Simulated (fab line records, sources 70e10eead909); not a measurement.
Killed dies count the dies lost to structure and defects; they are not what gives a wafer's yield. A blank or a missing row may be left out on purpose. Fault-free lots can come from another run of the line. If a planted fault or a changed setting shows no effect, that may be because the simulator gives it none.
Chamber matching -- flow nand harc -- 4 sister chambers for NHARC_P_STI_ETCH_31 on rie diel-08
The step etches the open film in CF4/CHF3, target depth 108.9 nm, time 54.5 s. 16 wafers are shown with their chamber, then 8 later ones without.

## WAFERS, EACH WITH ITS CHAMBER
wafer,chamber,drypump motor current A (A),showerhead plenum p Torr (Torr),rf vpp V (V)
L252.1,3,5.6,1.55,369.0
L252.4,0,5.1,1.60,373.2
L252.5,3,5.6,1.55,370.5
L255.2,2,6.0,1.58,370.5
L255.4,1,5.7,1.48,367.6
L255.5,0,5.0,1.60,372.3
L264.1,1,5.7,1.47,367.0
L264.2,3,5.6,1.54,369.3
L264.4,2,6.0,1.58,371.9
L266.1,1,5.7,1.47,369.0
L266.4,2,6.0,1.58,371.2
L266.5,3,5.6,1.54,369.2
L267.1,3,5.6,1.54,370.8
L267.4,0,5.1,1.60,371.5
L267.6,1,5.7,1.47,367.3
L268.4,0,5.0,1.60,371.6

SIGNATURES, as means of the wafers listed above
reading,chamber 0,chamber 1,chamber 2,chamber 3,scatter within a chamber
drypump motor current A,5.050,5.700,6.000,5.600,0.0289
showerhead plenum p Torr,1.6000,1.4725,1.5800,1.5440,0.00403
rf vpp V,372.150,367.725,371.200,369.760,0.812
Rule: a wafer's distance from a chamber is the root of the sum, over the readings, of the square of ((its reading less the chamber's mean) divided by the reading's scatter). The wafer belongs to the nearest chamber; if the next one is less than 2 further off, it can't be placed. How the scatter is found: for the shown wafers, subtract from each reading the mean of its chamber, square and add these, divide the total by (wafers less chambers), then take the root.

## WAFERS WHOSE CHAMBER IS MISSING
wafer,drypump motor current A (A),showerhead plenum p Torr (Torr),rf vpp V (V)
L268.5,5.0,1.60,371.6
L268.6,5.6,1.54,371.0
L270.1,6.0,1.58,370.1
L270.4,5.6,1.54,370.2
L270.5,6.0,1.58,371.2
L271.1,5.7,1.47,366.9
L271.2,5.1,1.60,370.8
L271.4,5.6,1.54,371.4

## WHICH CHAMBER EACH ONE RAN IN
wafer,from the rows above,in truth
L268.5,0,0
L268.6,3,3
L270.1,2,2
L270.4,3,3
L270.5,2,2
L271.1,1,1
L271.2,0,0
L271.4,3,3
Placed correctly: 8 of 8. Not placeable from these rows: 0. Placed wrongly: 0.
